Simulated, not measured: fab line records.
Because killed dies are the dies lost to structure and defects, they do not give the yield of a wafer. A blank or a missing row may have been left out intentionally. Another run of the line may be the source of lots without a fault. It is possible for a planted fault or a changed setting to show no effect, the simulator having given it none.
Commonality check across tools    flow nand harc    Sampled: 13 lots, 39 wafers

## WHAT PROMPTED THE OPENING
On 1 of the 13 lots, a flag is raised at NHARC_P_ZERO_WELL_CD_MEAS_52 on the reading cd nm. No-fault wafers: 2000.3 nm, standard deviation 1.8.
Rule: a lot gets a flag if all its wafers with a number sit over 4 standard deviations from that mean, or if no wafer of it has a number. The other lots count as sound.

lot   measured      on         cd nm (nm), wafer by wafer  flag
L373  day 2 02:17   cd sem-01  1998.8 2000.2 1997.9        
L375  day 2 22:17   cd sem-03  2004.5 1997.9 2001.0        
L376  day 3 07:50   cd sem-01  1999.9 2000.0 2000.6        
L377  day 3 17:52   cd sem-02  2000.9 1999.0 1996.8        
L378  day 4 03:55   cd sem-01  2000.9 2000.8 2001.1        
L379  day 4 14:12   cd sem-03  1998.9 1998.7 2000.3        
L380  day 5 00:03   cd sem-02  1998.6 2001.8 2001.1        
L381  day 5 09:47   cd sem-02  1998.5 2003.5 2003.7        
L384  day 6 15:46   cd sem-01  1998.8 2000.5 1998.3        
L385  day 7 02:55   cd sem-01  1865.8 1868.4 1866.5        FLAGGED
L386  day 7 11:58   cd sem-01  2003.4 2001.8 2003.5        
L395  day 11 05:40  cd sem-01  2001.1 1998.5 2001.1        
L396  day 11 15:48  cd sem-03  2002.7 2002.2 2000.4        
The mean of the flagged lots' numbers is 1866.9 nm, -133.4 nm from the usual (-74 standard deviations).

## WHICH TOOL RAN EACH LOT
The record keeps 1 process step preceding the reading, out of 1302 steps on the route. Every cell lists first the tool, next ch and the chambers used by the sampled wafers, and last the start.
lot   flag     NHARC_P_ZERO_WELL_EXPOSE_49
L373           krf scanner-04 ch 0, day 2 02:07
L375           krf scanner-01 ch 0, day 2 22:08
L376           krf scanner-02 ch 0, day 3 07:40
L377           krf scanner-01 ch 0, day 3 17:43
L378           krf scanner-02 ch 0, day 4 03:45
L379           krf scanner-02 ch 0, day 4 14:03
L380           krf scanner-01 ch 0, day 4 23:53
L381           krf scanner-01 ch 0, day 5 09:38
L384           krf scanner-04 ch 0, day 6 15:36
L385  FLAGGED  krf scanner-02 ch 0, day 7 02:45
L386           krf scanner-01 ch 0, day 7 11:48
L395           krf scanner-04 ch 0, day 11 05:31
L396           krf scanner-02 ch 0, day 11 15:38
These steps, and what they do:
- NHARC_P_ZERO_WELL_EXPOSE_49: exposes mask P HVPW, target cd 2000 nm.
- NHARC_P_ZERO_WELL_CD_MEAS_52: target cd 2000 nm.

## FLAGGED AGAINST TOTAL, ONE TOOL AT A TIME (gauges that did the reading follow at the end)
step                          tool            lots run  flagged  share of the flagged lots  sound lots run after its first flagged lot
NHARC_P_ZERO_WELL_EXPOSE_49   krf scanner-01  5         0        none                       -
NHARC_P_ZERO_WELL_EXPOSE_49   krf scanner-02  5         1        all                        1 (L396)
NHARC_P_ZERO_WELL_EXPOSE_49   krf scanner-04  3         0        none                       -
NHARC_P_ZERO_WELL_CD_MEAS_52  cd sem-01       7         1        all                        2 (L386,L395)
NHARC_P_ZERO_WELL_CD_MEAS_52  cd sem-02       3         0        none                       -
NHARC_P_ZERO_WELL_CD_MEAS_52  cd sem-03       3         0        none                       -

## WHAT THE TABLE ALLOWS
In 2 table rows, all flagged lots were run: krf scanner-02 (NHARC_P_ZERO_WELL_EXPOSE_49), cd sem-01 (NHARC_P_ZERO_WELL_CD_MEAS_52).
- krf scanner-02 at NHARC_P_ZERO_WELL_EXPOSE_49: 1 of its 5 lots flagged. Lots that were sound ran on it after the first flagged one (L396); a persistent fault on the entire tool would not allow that.
- cd sem-01 at NHARC_P_ZERO_WELL_CD_MEAS_52: 1 of its 7 lots flagged. Lots that were sound ran on it after the first flagged one (L386, L395); a persistent fault on the entire tool would not allow that.
There is no row in the table that ran each flagged lot and no sound lot after the first.

## WHAT THE SIMULATOR HAD INSERTED
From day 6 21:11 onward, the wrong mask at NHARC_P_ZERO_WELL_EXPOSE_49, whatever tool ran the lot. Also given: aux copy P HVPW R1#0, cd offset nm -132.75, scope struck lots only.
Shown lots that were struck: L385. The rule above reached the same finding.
